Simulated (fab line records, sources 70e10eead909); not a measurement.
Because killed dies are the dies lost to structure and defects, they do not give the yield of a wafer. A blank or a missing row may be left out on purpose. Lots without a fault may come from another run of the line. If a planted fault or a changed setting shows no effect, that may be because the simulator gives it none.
fab line records -- flow nand_harc
[record] lots = 12, wafers = 36, last_day = 32
route steps=1302 shown THIN_TSV@1250 END@1302
lots that met no fault: taken from a fault-free run of the same line
start_h: hours from the record's first day to the start of the lot's first wafer shown -- wait_h: how many hours have passed since the lot's step before this one -- " identical to the entry in the row above -- L1.1+2: several wafers, shown together as one row -- - no value, or no start given -- * or withheld: withheld -- < > ~ a bound
route shown NAME@n: a module of which the file shows steps, and the number in the route of the first -- usual: average and standard deviation across the fault-free wafers -- same: alike in all rows -- chamber/n: place in a boat -- sites: the reading at each site -- _std_site: the values' standard deviation -- _edge_site: inner sites' mean taken away from outer sites' mean -- radius_mm: how far each site lies from the wafer's centre -- mask NAME#n: copy n -- behind: tool/chamber where the wafer was last shaped -- hold: why the lot went on hold/how many hours it stayed there/how the hold came to an end -- device: the transistor (n, p or np) that didn't switch -- end of line: at the end of the route, the tests of the same wafers -- a step with no rows: only its recipe -- killed: at the first sort, the dies lost to defects and structure; wafer yield is something else -- map: the dies of a wafer, with x for killed, . for not killed, _ for no die there
set.NAME: the setting as run; set.NAME@STEP: as run at that earlier step -- model.NAME: the simulator's own value behind a step, which no gauge read
one table for each step of the route and one row for each wafer, over a sample of lots
services: from which hour (start_h, from the record's first day; less than 0 if before it) a tool's chamber was out of use, for how many hours, and why
[[steps]]
[step NHARC_THIN_TSV_DEP_43]
[recipe] target_thk_a = 13285, temp_c = withheld, pressure_torr = 6.5, rf_w = 900, teos_flow_sccm = 161.4, flow_sccm = 2650, target_thk_nm = 1328.5, gas = O2, material = SiO2
[usual] throttle_valve_pct = 16.3/0.79
lot.wafer,tool,chamber,start_h,wait_h,throttle_valve_pct
L521.3,pecvd-02,1,557.22,-,17.0
L521.6,pecvd-02,2,557.22,-,16.0
L521.5,pecvd-02,1,557.22,-,17.2
L524.2,pecvd-03,0,585.49,-,15.1
L524.5,pecvd-03,1,585.49,-,16.7
L524.6,pecvd-03,2,585.49,-,16.8
L522.2,pecvd-03,2,586.72,-,16.5
L522.4,pecvd-03,1,586.72,-,16.1
L522.6,pecvd-03,2,586.72,-,17.0
L523.3,pecvd-03,1,591.98,-,16.3
L523.5,pecvd-03,2,591.98,-,16.8
L523.4,pecvd-03,0,591.98,-,15.2
L525.3,pecvd-02,2,604.95,-,15.1
L525.6,pecvd-02,2,604.95,-,15.1
L525.4,pecvd-02,0,604.95,-,16.9
L527.2,pecvd-02,1,630.91,-,16.6
L527.5,pecvd-02,2,630.91,-,15.2
L527.4,pecvd-02,1,630.91,-,16.7
L531.5,pecvd-02,0,660.45,-,17.3
L531.4,pecvd-02,1,660.45,-,16.9
L531.6,pecvd-02,2,660.45,-,15.2
L530.3,pecvd-02,0,661.55,-,17.2
L530.2,pecvd-02,1,661.55,-,16.8
L530.5,pecvd-02,1,661.55,-,16.9
L533.2,pecvd-02,0,680.76,-,17.2
L533.3,pecvd-02,1,680.76,-,17.0
L533.6,pecvd-02,1,680.76,-,17.0
L532.3,pecvd-02,1,681.79,-,16.9
L532.6,pecvd-02,1,681.79,-,17.1
L532.4,pecvd-02,0,681.79,-,16.8
L534.2,pecvd-03,1,683.00,-,16.8
L534.3,pecvd-03,0,683.00,-,15.0
L534.4,pecvd-03,0,683.00,-,15.3
L542.1,pecvd-02,2,759.45,-,15.4
L542.3,pecvd-02,0,759.45,-,17.3
L542.5,pecvd-02,2,759.45,-,15.3
[step NHARC_THIN_TSV_DESCUM_14]
[recipe] time_s = 3, o2_flow_sccm = 200, ar_flow_sccm = 0, bias_power_w = 0, chemistry = O2
[usual] drypump_motor_current_A = 6.0/0.48, oes_product_au = 0.999/0.011, rf_vpp_V = 57.7/0.91, showerhead_plenum_p_Torr = 1.91/0.088, throttle_valve_pct = 11.311/0.0086
lot.wafer,tool,chamber,start_h,wait_h,drypump_motor_current_A,oes_product_au,rf_hours_counter_h,rf_vpp_V,showerhead_plenum_p_Torr,throttle_valve_pct
L521.3,rie_diel-08,3,558.13,-,5.6,1.009,0.1,56.6,1.93,11.302
L521.5,rie_diel-08,3,558.13,-,5.6,0.997,-,58.5,1.93,11.310
L521.6,rie_diel-08,0,558.13,-,6.7,1.010,-,59.1,1.94,11.308
L524.2,rie_diel-12,2,586.50,-,5.6,0.987,7.5,57.4,1.80,11.300
L524.6,rie_diel-12,0,586.50,-,6.2,0.990,-,55.8,1.86,11.332
L524.5,rie_diel-12,1,586.50,-,5.6,0.994,-,57.4,1.78,11.321
L522.2,rie_diel-08,0,587.62,-,6.7,1.000,1.4,57.6,1.94,11.333
L522.4,rie_diel-08,2,587.62,-,5.4,0.993,0.6,58.7,2.05,11.304
L522.6,rie_diel-08,1,587.62,-,6.5,1.008,-,58.8,1.96,11.317
L523.3,rie_diel-09,3,592.97,-,6.3,1.006,4.4,56.9,1.78,11.318
L523.4,rie_diel-09,0,592.97,-,5.5,0.982,3.4,58.4,1.88,11.308
L523.5,rie_diel-09,0,592.97,-,5.5,0.982,-,56.8,1.88,11.309
L525.4,rie_diel-08,2,605.89,-,5.4,0.991,1.4,58.8,2.05,11.322
L525.3,rie_diel-08,1,605.89,-,6.6,0.996,2.3,56.2,1.96,11.287
L525.6,rie_diel-08,3,605.89,-,5.6,0.988,-,57.8,1.92,11.309
L527.4,rie_diel-08,2,631.82,-,5.4,0.997,3.7,59.4,2.05,11.299
L527.2,rie_diel-08,0,631.82,-,6.7,1.007,4.0,59.5,1.94,11.305
L527.5,rie_diel-08,2,631.82,-,5.4,1.002,-,58.8,2.05,11.305
L531.4,rie_diel-09,1,661.30,-,6.3,0.988,7.5,57.1,2.02,11.307
L531.6,rie_diel-09,1,661.30,-,6.3,0.988,-,58.4,2.02,11.316
L531.5,rie_diel-09,2,661.30,-,6.1,1.016,-,57.0,1.78,11.315
L530.3,rie_diel-08,1,662.49,-,6.5,1.006,6.3,59.9,1.96,11.304
L530.2,rie_diel-08,0,662.49,-,6.7,0.995,6.3,59.0,1.94,11.313
L530.5,rie_diel-08,2,662.49,-,5.4,0.990,-,58.5,2.05,11.318
L533.3,rie_diel-08,2,681.61,-,5.4,0.995,6.1,58.8,2.05,11.306
L533.2,rie_diel-08,3,681.61,-,5.6,1.000,6.9,57.0,1.92,11.310
L533.6,rie_diel-08,2,681.61,-,5.4,0.995,-,58.5,2.05,11.298
L532.4,rie_diel-12,2,682.78,-,5.6,0.985,3.5,57.5,1.80,11.305
L532.3,rie_diel-12,1,682.78,-,5.6,0.982,3.7,57.0,1.78,11.301
L532.6,rie_diel-12,3,682.78,-,5.6,0.997,-,58.0,1.90,11.316
L534.4,rie_diel-08,3,683.87,-,5.6,0.978,7.2,58.1,1.92,11.300
L534.3,rie_diel-08,1,683.87,-,6.5,0.995,7.3,59.3,1.96,11.315
L534.2,rie_diel-08,2,683.87,-,5.4,0.986,6.6,56.3,2.05,11.314
L542.3,rie_diel-08,2,760.33,-,5.4,0.980,1.5,58.8,2.05,11.307
L542.1,rie_diel-08,3,760.33,-,5.6,0.989,1.3,58.2,1.92,11.295
L542.5,rie_diel-08,1,760.33,-,6.5,0.989,-,59.2,1.96,11.303
[step NHARC_THIN_TSV_PVD_19]
[recipe] target_thk_a = 200, chamber_pressure_pa = 5, material = TaN
[usual] throttle_valve_pct = 29.3/0.9
lot.wafer,tool,chamber,start_h,wait_h,throttle_valve_pct
L521.3,pvd_sputter-03,-,-,-,28.2
L521.5,pvd_sputter-03,-,-,-,28.2
L521.6,pvd_sputter-03,-,-,-,29.7
L524.2,pvd_sputter-02,-,-,-,28.8
L524.6,pvd_sputter-02,-,-,-,28.8
L524.5,pvd_sputter-02,-,-,-,29.6
L522.2,pvd_sputter-03,-,-,-,28.4
L522.4,pvd_sputter-03,-,-,-,28.0
L522.6,pvd_sputter-03,-,-,-,30.9
L523.4,pvd_sputter-03,-,-,-,31.0
L523.3,pvd_sputter-03,-,-,-,29.7
L523.5,pvd_sputter-03,-,-,-,28.0
L525.3,pvd_sputter-01,-,-,-,29.5
L525.4,pvd_sputter-01,-,-,-,28.3
L525.6,pvd_sputter-01,-,-,-,31.0
L527.4,pvd_sputter-03,-,-,-,30.8
L527.2,pvd_sputter-03,-,-,-,28.0
L527.5,pvd_sputter-03,-,-,-,28.4
L531.4,pvd_sputter-01,-,-,-,28.7
L531.5,pvd_sputter-01,-,-,-,28.9
L531.6,pvd_sputter-01,-,-,-,31.1
L530.2,pvd_sputter-03,-,-,-,30.9
L530.3,pvd_sputter-03,-,-,-,28.2
L530.5,pvd_sputter-03,-,-,-,28.1
L533.3,pvd_sputter-02,-,-,-,29.0
L533.2,pvd_sputter-02,-,-,-,29.3
L533.6,pvd_sputter-02,-,-,-,28.6
L532.4,pvd_sputter-01,-,-,-,29.0
L532.3,pvd_sputter-01,-,-,-,29.4
L532.6,pvd_sputter-01,-,-,-,31.3
L534.2,pvd_sputter-03,-,-,-,29.4
L534.4,pvd_sputter-03,-,-,-,28.0
L534.3,pvd_sputter-03,-,-,-,28.3
L542.1,pvd_sputter-03,-,-,-,28.6
L542.3,pvd_sputter-03,-,-,-,30.1
L542.5,pvd_sputter-03,-,-,-,28.6
[step NHARC_THIN_TSV_CMP_21]
[recipe] t_overpolish_s = 30, target_thk_nm = 2000
[usual] motor_current_A = 11.8/1.2, overpolish_run_s = 30.000/0.0096, retaining_ring_pressure_frac = 1.000/0.0047
lot.wafer,tool,chamber,start_h,wait_h,motor_current_A,overpolish_run_s,retaining_ring_pressure_frac
L521.3,cmp-04,3,562.51,-,14.4,29.997,0.998
L521.6,cmp-04,0,562.51,-,11.4,29.994,1.000
L521.5,cmp-04,1,562.51,-,10.7,30.013,0.999
L524.2,cmp-03,0,590.84,-,11.5,29.992,1.002
L524.6,cmp-03,1,590.84,-,11.5,30.014,1.000
L524.5,cmp-03,2,590.84,-,11.4,30.006,0.998
L522.2,cmp-04,0,591.75,-,12.3,29.992,0.996
L522.4,cmp-04,2,591.75,-,10.2,30.008,1.007
L522.6,cmp-04,1,591.75,-,11.0,30.005,1.005
L523.4,cmp-02,0,597.12,-,13.6,30.007,1.007
L523.3,cmp-02,2,597.12,-,10.8,29.996,0.998
L523.5,cmp-02,0,597.12,-,13.1,30.006,0.997
L525.4,cmp-02,0,610.29,-,13.5,29.996,1.007
L525.3,cmp-02,1,610.29,-,11.9,29.994,0.999
L525.6,cmp-02,0,610.29,-,13.8,30.015,1.014
L527.4,cmp-02,3,636.18,-,11.1,29.997,1.003
L527.2,cmp-02,0,636.18,-,14.0,29.999,0.999
L527.5,cmp-02,2,636.18,-,10.9,30.013,0.990
L531.4,cmp-02,2,665.54,-,11.0,29.995,0.999
L531.5,cmp-02,3,665.54,-,12.2,30.009,0.994
L531.6,cmp-02,0,665.54,-,14.2,30.005,1.004
L530.2,cmp-03,1,667.33,-,10.8,29.991,0.997
L530.3,cmp-03,2,667.33,-,11.7,29.981,1.000
L530.5,cmp-03,1,667.33,-,10.3,29.990,1.004
L533.2,cmp-04,1,685.82,-,11.0,29.994,1.008
L533.3,cmp-04,2,685.82,-,9.7,30.000,1.002
L533.6,cmp-04,1,685.82,-,10.9,30.012,1.002
L532.4,cmp-02,0,687.03,-,13.5,29.999,0.991
L532.3,cmp-02,1,687.03,-,12.1,29.997,0.996
L532.6,cmp-02,0,687.03,-,14.0,30.005,0.996
L534.2,cmp-02,1,688.12,-,11.2,30.005,1.000
L534.4,cmp-02,3,688.12,-,12.0,29.993,1.006
L534.3,cmp-02,0,688.12,-,13.6,30.001,1.006
L542.1,cmp-04,3,764.57,-,14.1,30.013,1.004
L542.3,cmp-04,2,764.57,-,9.5,30.002,0.994
L542.5,cmp-04,3,764.57,-,13.6,30.003,1.005
[step NHARC_END_SORT_01]
[recipe] temp_c = 25
[usual] defect_limited_yield = 91.5/2.9, killed_at_array = 53/20, killed_at_other = 1/1.2, killed_at_periphery = 3.7/2.6, killed_dies = 58/20, killed_open = 3.5/1.8, killed_short = 2.4/1.7, sort_bin_2_pct = 3.1/1.3, sort_bin_3_pct = 0.6/0.4, sort_bin_4_pct = 4.9/1.7, sort_n_pass = 619/20, sort_rim_yield_pct = 92/4, sort_yield_pct = 91.5/2.9
[same] gross_dies = 677, sort_bin_5_pct[%] = 0, sort_bin_6_pct[%] = 0, sort_bin_7_pct[%] = 0, sort_bin_8_pct[%] = 0, sort_rim_n_gross = 106.00
lot.wafer,tool,chamber,start_h,wait_h,defect_limited_yield[%],killed_at_array,killed_at_other,killed_at_periphery,killed_dies,killed_open,killed_short,sort_bin_2_pct[%],sort_bin_3_pct[%],sort_bin_4_pct[%],sort_n_pass,sort_rim_yield_pct[%],sort_yield_pct[%]
L522.2,prober-01,0,602.36,2.8,96.0,25,0,2,27,0,1,1.3,0,2.7,650,92,96.0
L522.4,prober-01,0,603.96,3.4,94.8,34,0,1,35,3,2,1.9,0.3,3.0,642,88,94.8
L522.6,prober-01,0,605.55,4.0,94.2,35,1,3,39,3,3,1.8,0.6,3.4,638,89,94.2
L523.3,prober-01,0,611.02,3.1,83.6,103,2,6,111,3,2,5.2,1.3,9.9,566,95,83.6
L523.4,prober-01,0,611.82,3.4,87.1,81,1,5,87,2,2,5.6,0.6,6.6,590,88,87.1
L523.5,prober-01,0,612.63,3.7,86.3,86,3,4,93,7,1,4.6,1.9,7.2,584,91,86.3
L527.2,prober-02,0,646.45,2.8,88.2,76,1,3,80,3,6,4.7,0.6,6.5,597,97,88.2
L527.4,prober-02,0,648.02,3.4,89.1,73,0,1,74,3,4,4.0,0.6,6.4,603,97,89.1
L527.5,prober-02,0,648.81,3.6,87.3,82,0,4,86,7,3,5.3,1.5,5.9,591,98,87.3
L533.2,prober-01,0,697.36,2.8,93.1,42,1,4,47,3,0,2.8,0.1,4.0,630,92,93.1
L533.3,prober-01,0,698.16,3.1,0,18,657,2,677,1,1,98.5,0.3,1.2,0,0,0
L533.6,prober-01,0,700.55,4.0,94.8,33,1,1,35,3,0,3.0,0.4,1.8,642,89,94.8
L534.2,prober-02,0,697.41,2.8,87.9,75,3,4,82,6,3,4.4,0.6,7.1,595,89,87.9
L534.3,prober-02,0,698.22,3.1,89.8,63,3,3,69,7,6,3.5,0.7,5.9,608,89,89.8
L534.4,prober-02,0,699.03,3.4,86.6,85,1,5,91,4,3,3.5,0.9,9.0,586,93,86.6
L532.3,prober-01,0,705.94,3.1,0.4,53,618,3,674,2,1,93.8,1.2,4.6,3,0,0.4
L532.4,prober-01,0,706.75,3.4,0.1,68,599,9,676,4,2,93.1,0.7,6.1,1,0,0.1
L532.6,prober-01,0,708.37,4.0,90.3,64,1,1,66,2,4,3.2,0.4,6.1,611,96,90.3
// killed by level:class
L522.2 A_SLIT:chamber_film_flake=10 A_CHANNEL_HOLE_D2:chamber_film_flake=5 A_CONTACT:chamber_film_flake=4 A_CHANNEL_HOLE_D1:chamber_film_flake=2 A_STAIRCASE:chamber_film_flake=1 A_ONON_D2:geometric_particle:short=1 P_ZERO_WELL:chamber_film_flake=1 P_STI:chamber_film_flake=1
L522.4 A_SLIT:chamber_film_flake=13 A_CHANNEL_HOLE_D2:chamber_film_flake=7 A_CONTACT:chamber_film_flake=5 A_STAIRCASE:chamber_film_flake=3 P_M0:geometric_particle:open=1 A_ONON_D1:geometric_particle:short=1 A_ONON_D2:geometric_particle:open=1 A_CHANNEL_FILL_D2:geometric_particle:short=1
L522.6 A_SLIT:chamber_film_flake=12 A_CONTACT:chamber_film_flake=11 A_ONON_D2:geometric_particle:short=2 A_CHANNEL_FILL_D2:geometric_particle:open=2 A_DECK1_JOINT:chamber_film_flake=2 A_CHANNEL_HOLE_D2:chamber_film_flake=2 A_STAIRCASE:chamber_film_flake=2 P_CONTACT:geometric_particle:open=1
L523.3 A_CHANNEL_HOLE_D1:chamber_film_flake=36 A_CHANNEL_HOLE_D2:chamber_film_flake=34 A_SLIT:chamber_film_flake=26 P_GATE:chamber_film_flake=3 A_CONTACT:geometric_particle:short=2 P_ZERO_WELL:chamber_film_flake=2 A_WL_FILL:chamber_film_flake=2 THIN_TSV:chamber_film_flake=2
L523.4 A_CHANNEL_HOLE_D2:chamber_film_flake=30 A_CHANNEL_HOLE_D1:chamber_film_flake=28 A_SLIT:chamber_film_flake=12 A_STAIRCASE:chamber_film_flake=3 P_GATE:chamber_film_flake=2 A_ZERO_WELL:chamber_film_flake=2 A_CHANNEL_FILL_D1:geometric_particle:short=1 A_DECK1_JOINT:geometric_particle:short=1
L523.5 A_CHANNEL_HOLE_D2:chamber_film_flake=35 A_CHANNEL_HOLE_D1:chamber_film_flake=27 A_SLIT:chamber_film_flake=11 A_CONTACT:chamber_film_flake=4 A_ONON_D2:geometric_particle:open=3 A_WL_FILL:chamber_film_flake=2 THIN_TSV:chamber_film_flake=2 P_M0:geometric_particle:open=1
L527.2 A_CHANNEL_HOLE_D2:chamber_film_flake=36 A_CHANNEL_HOLE_D1:chamber_film_flake=29 A_STAIRCASE:chamber_film_flake=3 A_ONON_D2:geometric_particle:short=2 A_WL_FILL:geometric_particle:short=2 P_GATE:geometric_particle:open=1 P_CONTACT:geometric_particle:open=1 A_CHANNEL_HOLE_D2:geometric_particle:short=1
L527.4 A_CHANNEL_HOLE_D1:chamber_film_flake=28 A_CHANNEL_HOLE_D2:chamber_film_flake=25 A_STAIRCASE:chamber_film_flake=3 A_CONTACT:chamber_film_flake=3 A_ZERO_WELL:chamber_film_flake=2 A_CHANNEL_FILL_D1:chamber_film_flake=2 A_SLIT:chamber_film_flake=2 P_CONTACT:geometric_particle:short=1
L527.5 A_CHANNEL_HOLE_D1:chamber_film_flake=40 A_CHANNEL_HOLE_D2:chamber_film_flake=27 A_CONTACT:chamber_film_flake=3 P_CONTACT:geometric_particle:open=2 A_ONON_D2:geometric_particle:open=2 A_CONTACT:geometric_particle:open=2 P_ZERO_WELL:chamber_film_flake=2 A_STAIRCASE:chamber_film_flake=2
L533.2 A_SLIT:chamber_film_flake=29 A_CHANNEL_HOLE_D1:chamber_film_flake=7 P_CONTACT:geometric_particle:open=2 P_GATE:chamber_film_flake=2 A_DECK1_JOINT:chamber_film_flake=2 A_CONTACT:chamber_film_flake=2 A_ONON_D2:geometric_particle:open=1 A_CHANNEL_FILL_D2:chamber_film_flake=1
L534.2 A_CHANNEL_HOLE_D1:chamber_film_flake=27 A_CHANNEL_HOLE_D2:chamber_film_flake=16 A_SLIT:chamber_film_flake=16 A_CONTACT:chamber_film_flake=6 THIN_TSV:chamber_film_flake=3 A_DECK1_JOINT:geometric_particle:short=2 A_M0:geometric_particle:open=2 P_GATE:chamber_film_flake=2
L533.3 THIN_TSV:area_dep=656 A_SLIT:chamber_film_flake=13 P_GATE:geometric_particle:open=1 A_WL_FILL:geometric_particle:short=1 P_GATE:chamber_film_flake=1 A_ZERO_WELL:chamber_film_flake=1 A_CHANNEL_HOLE_D1:chamber_film_flake=1 A_STAIRCASE:chamber_film_flake=1
L534.3 A_CHANNEL_HOLE_D1:chamber_film_flake=32 A_SLIT:chamber_film_flake=13 A_CHANNEL_HOLE_D2:chamber_film_flake=4 A_CONTACT:chamber_film_flake=4 P_GATE:geometric_particle:short=2 A_DECK1_JOINT:geometric_particle:open=2 A_CONTACT:geometric_particle:open=2 THIN_TSV:chamber_film_flake=2
L534.4 A_CHANNEL_HOLE_D1:chamber_film_flake=33 A_SLIT:chamber_film_flake=23 A_CHANNEL_HOLE_D2:chamber_film_flake=14 A_CONTACT:chamber_film_flake=8 P_ZERO_WELL:chamber_film_flake=2 P_CONTACT:geometric_particle:open=1 P_M0:geometric_particle:open=1 A_ONON_D1:geometric_particle:short=1
L533.6 A_SLIT:chamber_film_flake=17 A_CONTACT:chamber_film_flake=5 A_BLC:chamber_film_flake=3 A_CHANNEL_FILL_D2:geometric_particle:open=2 A_ZERO_WELL:chamber_film_flake=2 A_CHANNEL_HOLE_D1:chamber_film_flake=2 A_DECK1_JOINT:geometric_particle:open=1 P_GATE:chamber_film_flake=1
L532.3 THIN_TSV:area_dep=618 A_CHANNEL_HOLE_D1:chamber_film_flake=32 A_CHANNEL_HOLE_D2:chamber_film_flake=9 A_SLIT:chamber_film_flake=5 A_CHANNEL_FILL_D1:chamber_film_flake=2 P_M0:geometric_particle:open=1 A_CHANNEL_FILL_D1:geometric_particle:open=1 A_WL_FILL:geometric_particle:short=1
L532.4 THIN_TSV:area_dep=598 A_CHANNEL_HOLE_D1:chamber_film_flake=32 A_CHANNEL_HOLE_D2:chamber_film_flake=22 A_SLIT:chamber_film_flake=7 P_ZERO_WELL:chamber_film_flake=3 A_CHANNEL_FILL_D1:geometric_particle:open=2 P_GATE:chamber_film_flake=2 P_CONTACT:geometric_particle:open=1
L532.6 A_CHANNEL_HOLE_D1:chamber_film_flake=32 A_CHANNEL_HOLE_D2:chamber_film_flake=18 A_SLIT:chamber_film_flake=6 P_CONTACT:geometric_particle:short=1 A_SOURCE_PLATE:geometric_particle:open=1 A_CHANNEL_FILL_D1:geometric_particle:short=1 A_DECK1_JOINT:geometric_particle:short=1 A_ONON_D2:geometric_particle:open=1
[[services]]
tool,chamber,start_h,hours,kind
pvd_sputter-02,-,533.43,6.7,repair
pvd_sputter-03,-,538.64,4.8,repair
rie_diel-08,-,544.89,9.0,pm
pecvd-03,-,547.27,13.0,pm
cmp-02,-,549.91,1.0,repair
pecvd-02,1,587.80,3.9,repair
pvd_sputter-01,-,588.01,10.0,pm
pecvd-02,-,589.00,13.0,pm
cmp-04,-,601.00,4.0,pm
cmp-02,-,626.79,4.0,pm
pvd_sputter-03,-,631.29,2.7,repair
pvd_sputter-01,-,642.25,21.2,repair
cmp-04,-,656.55,1.7,repair
cmp-04,-,691.23,0.2,repair
cmp-04,-,699.00,4.0,pm
pvd_sputter-03,-,704.01,10.0,pm
rie_diel-08,-,721.89,9.0,pm
cmp-02,-,724.79,4.0,pm
pecvd-03,-,728.27,13.0,pm
cmp-02,-,741.28,1.5,repair
rie_diel-08,-,742.80,0.5,repair
pvd_sputter-01,-,747.46,3.6,repair
cmp-04,-,756.12,1.4,repair
cmp-02,-,760.36,0.6,repair
[[key]]
[first_sign] step = NHARC_END_SORT_01, reading = killed_at_other, direction = up, sigmas = 99+, usual = 1, struck = 624.7
[effect] step = NHARC_END_SORT_01, reading = sort_bin_2_pct, direction = up, sigmas = 73, usual = 3.1, struck = 95.1
[more_kills_born_at] NHARC_THIN_TSV_DEP_43@pecvd-02 = 1872
met_at NHARC_THIN_TSV_DEP_43
struck_lots L532,L533
struck_wafers L532.3,L532.4,L533.3
later_rows_left_out L532.3,L532.4,L533.3
not_acting_at NHARC_THIN_TSV_DESCUM_14,NHARC_THIN_TSV_PVD_19,NHARC_THIN_TSV_CMP_21
onset_between 661.55 680.76
[fault] kind = process_parameter_drift, tool = pecvd-02, chamber = -, onset_h = 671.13, steps = NHARC_THIN_TSV_DEP_43, channel = target_thk_a, offset = *, shape = step, end_h = 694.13, scope = struck_wafers_only, acts_in = *, stated = *
// later_rows_left_out: the simulator's readings of these wafers behind a module that went badly wrong aren't trusted and aren't shown, but for the sort
